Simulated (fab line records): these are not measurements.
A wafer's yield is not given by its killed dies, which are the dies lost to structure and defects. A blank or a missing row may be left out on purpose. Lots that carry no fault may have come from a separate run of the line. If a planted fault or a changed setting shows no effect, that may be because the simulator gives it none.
Matching of chambers	flow n5-finfet	N5_BEOL_M2_CO_CAP_55 on cvd-co-01: 3 sister chambers
The step material Co, precursor CCTBA/H2, target thk 2 nm, time 102.1 s. 18 wafers are shown with their chamber, then 9 later ones without.

== EACH WAFER AND ITS CHAMBER ==
wafer	chamber	heater-power-w (W)
L074.1	2	245
L074.2	1	209
L074.6	0	244
L075.1	1	208
L075.4	0	247
L075.5	1	207
L078.3	2	244
L078.5	0	244
L078.6	2	248
L079.2	2	243
L079.4	2	249
L079.5	1	217
L081.1	2	248
L081.3	1	216
L081.5	0	239
L082.1	1	207
L082.4	1	213
L082.5	0	240

SIGNATURES (averages over the wafers above)
reading	chamber 0	chamber 1	chamber 2	scatter within a chamber
heater-power-w	242.80	211.00	246.17	3.5
Rule: for a wafer and a chamber, the distance is found by dividing, reading by reading, the gap between the wafer's reading and the chamber's mean by the reading's scatter, squaring, summing and taking the root. The wafer belongs to the nearest chamber; if the next one is less than 2 further off, it can't be placed. The scatter: the root of (the sum of the squares of (reading less its chamber's mean) over the shown wafers, divided by (wafers less chambers)).

== WAFERS WHOSE CHAMBER IS MISSING ==
wafer	heater-power-w (W)
L085.1	239
L085.5	237
L085.6	244
L089.1	244
L089.2	246
L089.5	213
L093.1	242
L093.3	248
L093.6	248

== THE CHAMBER EACH PASSED THROUGH ==
wafer	from the rows above	in truth
L085.1	can't be placed: 0 or 2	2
L085.5	can't be placed: 0 or 2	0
L085.6	can't be placed: 0 or 2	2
L089.1	can't be placed: 0 or 2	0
L089.2	can't be placed: 2 or 0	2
L089.5	1	1
L093.1	can't be placed: 0 or 2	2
L093.3	can't be placed: 2 or 0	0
L093.6	can't be placed: 2 or 0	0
Placed correctly: 1 of 9. Can't be placed from these rows: 8 (the true chamber is among the candidates in 8). Placed wrongly: 0.
